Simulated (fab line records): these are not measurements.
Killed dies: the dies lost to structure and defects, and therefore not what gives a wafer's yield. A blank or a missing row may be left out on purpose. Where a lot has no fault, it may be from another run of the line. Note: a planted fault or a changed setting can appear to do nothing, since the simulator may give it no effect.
Split-lot experiment | flow n5Finfet | 39 wafers read across 7 lots, on a route 1938 steps long

ON THE SPLIT
At N5_BEOL_M0_CUTY_ETCH_63 (etches SOC in N2/H2, target depth 82.7 nm, overetch 16.5 nm, time 124 s), the setting timeS was moved away from the recipe's 124 s on 12 of the 39 wafers read, by -41.2% to +59.4%. This setting was run at the recipe's value on the other wafers.

FROM THE SPLIT TO THE READING: what the file shows between them, 2 steps
- N5_BEOL_M0_CUTY_STRIP_64: strips in N2/H2
- N5_BEOL_M0_ETCH_138: etches SiCN in CH3F/O2, target depth 12 nm, time 31.6 s

THE READING
SiO2_of_BEOL_M0_SAQP_SPACER2_ALD_26.thkNm (the simulator's own value, which no gauge read), in nm, at N5_BEOL_M0_HM_OPEN_105 (chemistry Cl2/BCl3, target TiN, target depth 12 nm). The file gives no usual value for it. The 27 wafers here that ran the recipe average 2.7 nm, standard deviation 0.25 nm.

wafer  | tool, chamber at the split | timeS as run, s | against the recipe | SiO2_of_BEOL_M0_SAQP_SPACER2_ALD_26.thkNm, nm | against lot-mates on the recipe
L074.1 | rieDiel-02, 2,1,0          | 124             | recipe             | 3                                             | -
L074.2 | rieDiel-02, 2,1,0          | 124             | recipe             | 2.8                                           | -
L074.3 | rieDiel-02, 2,1,0          | 124             | recipe             | 2.8                                           | -
L074.5 | rieDiel-02, 2              | 124             | recipe             | 2.8                                           | -
L074.4 | rieDiel-02, 3              | 124             | recipe             | 2.2                                           | -
L074.6 | rieDiel-02, 3              | 124             | recipe             | 2.4                                           | -
L081.1 | rieDiel-06, 3,0            | 124             | recipe             | 2.8                                           | -
L081.2 | rieDiel-06, 1              | 197.6           | +59.4%             | 1.4                                           | -1.4
L081.5 | rieDiel-06, 3              | 197.6           | +59.4%             | 1.4                                           | -1.4
L081.3 | rieDiel-06, 0              | 197.6           | +59.4%             | 1.6                                           | -1.2
L081.4 | rieDiel-06, 3,0            | 124             | recipe             | 3                                             | -
L081.6 | rieDiel-06, 1              | 124             | recipe             | 2.6                                           | -
L082.1 | rieDiel-06, 0,3,1,0        | 124             | recipe             | 2.6                                           | -
L082.2 | rieDiel-06, 0,3,1,0        | 124             | recipe             | 2.8                                           | -
L082.4 | rieDiel-06, 0,3,1,0        | 124             | recipe             | 2.8                                           | -
L082.3 | rieDiel-06, 0,3,1,0        | 124             | recipe             | 2.4                                           | -
L082.5 | rieDiel-06, 1,3            | 124             | recipe             | 2.4                                           | -
L082.6 | rieDiel-06, 1,3            | 124             | recipe             | 2.4                                           | -
L083.1 | rieDiel-06, 0,3            | 124             | recipe             | 3.2                                           | -
L083.2 | rieDiel-06, 1              | 144.2           | +16.3%             | 2.2                                           | -0.7
L083.3 | rieDiel-06, 3,0            | 144.2           | +16.3%             | 2.2                                           | -0.7
L083.4 | rieDiel-06, 3,0            | 144.2           | +16.3%             | 2.4                                           | -0.5
L083.5 | rieDiel-06, 0,3            | 124             | recipe             | 2.8                                           | -
L083.6 | rieDiel-06, 1              | 124             | recipe             | 2.8                                           | -
L089.1 | rieDiel-06, 3,1,0          | 124             | recipe             | 2.6                                           | -
L089.2 | rieDiel-06, 3,1,0          | 124             | recipe             | 2.6                                           | -
L089.3 | rieDiel-06, 3,1,0          | 124             | recipe             | 2.8                                           | -
L091.1 | rieDiel-04, 0,2            | 124             | recipe             | 3                                             | -
L091.4 | rieDiel-04, 0,2            | 124             | recipe             | 3                                             | -
L091.2 | rieDiel-04, 3              | 72.89           | -41.2%             | 4.2                                           | +1.3
L091.3 | rieDiel-04, 1              | 72.89           | -41.2%             | 4.6                                           | +1.7
L091.5 | rieDiel-04, 3              | 124             | recipe             | 2.8                                           | -
L091.6 | rieDiel-04, 2              | 72.89           | -41.2%             | 4.4                                           | +1.5
L095.1 | rieDiel-06, 0,3,1          | 100.1           | -19.3%             | 3.6                                           | +0.7
L095.2 | rieDiel-06, 2,1            | 124             | recipe             | 3                                             | -
L095.3 | rieDiel-06, 0,3,1          | 100.1           | -19.3%             | 3.4                                           | +0.5
L095.4 | rieDiel-06, 0,3,1          | 100.1           | -19.3%             | 3.4                                           | +0.5
L095.5 | rieDiel-06, 2,1            | 124             | recipe             | 2.6                                           | -
L095.6 | rieDiel-06, 2              | 124             | recipe             | 3.2                                           | -
Where a row lists several chambers, the file gives one row for several wafers and doesn't say which wafer went through which chamber.

FIT RESULTS
A straight line over all 39 wafers: SiO2_of_BEOL_M0_SAQP_SPACER2_ALD_26.thkNm changes by -0.0285 nm for each +1% of timeS; r = -0.91; the points scatter about the line by 0.28 nm.
The same after taking each lot's own level away (the mean of its wafers on the recipe; 39 wafers): -0.0275 nm for each +1%; r = -0.93; scatter 0.23 nm.
That fit puts the effect of the largest move of timeS on the reading at 1.6 nm.
The lots' own levels span 2.57 to 2.93 nm, that is 1.5 times the standard deviation above.
So the lot-to-lot level changes the slope little: the two slopes agree.
Check: for one of the wafers moved furthest among these (+59.4%), held out of the fit, the line's prediction against its lot-mates is -1.66 nm. It came out at -1.4 nm against them.

THE OTHER SPLITS THESE WAFERS WENT THROUGH
Note: prior to the reading, these wafers also went through further splits. Each is held against what the fit with the lots' levels taken away leaves over:
other split on the same wafers          | wafers away from the commonest value | r with SiO2_of_BEOL_M0_SAQP_SPACER2_ALD_26.thkNm (lot level and that fit taken away)
N5_PMOS_HMC_CHANNEL_EPI_HM_DEP_34 timeS | 12                                   | +0.12
N5_GATE_CUT_DESCUM_18 timeS             | 12                                   | -0.07
N5_MOL_CONTACT_COAG_ALD_131 aldCycles   | 15                                   | +0.33

THE WHOLE CHAIN: every reading that the file lists as answering this split, in the file's order
step                    | what it does                                                            | reading                                                                                    | change (the file's fit)                | r (the file's)
N5_BEOL_M0_CUTY_ETCH_63 | etches SOC in N2/H2, target depth 82.7 nm, overetch 16.5 nm, time 124 s | SiO2_of_BEOL_M0_SAQP_SPACER2_ALD_26.thkNm (the simulator's own value, which no gauge read) | -0.0333 nm for each +1% of the setting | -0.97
N5_BEOL_M0_ETCH_138     | etches SiCN in CH3F/O2, target depth 12 nm, time 31.6 s                 | SiO2_of_BEOL_M0_SAQP_SPACER2_ALD_26.thkNm (the simulator's own value, which no gauge read) | -0.0342 nm for each +1% of the setting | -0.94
N5_BEOL_M0_HM_OPEN_105  | chemistry Cl2/BCl3, target TiN, target depth 12 nm                      | SiO2_of_BEOL_M0_SAQP_SPACER2_ALD_26.thkNm (the simulator's own value, which no gauge read) | -0.0274 nm for each +1% of the setting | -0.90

THE FILE'S OWN FIT
SiO2_of_BEOL_M0_SAQP_SPACER2_ALD_26.thkNm changes by -0.0274 nm for each +1% of timeS, r = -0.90.
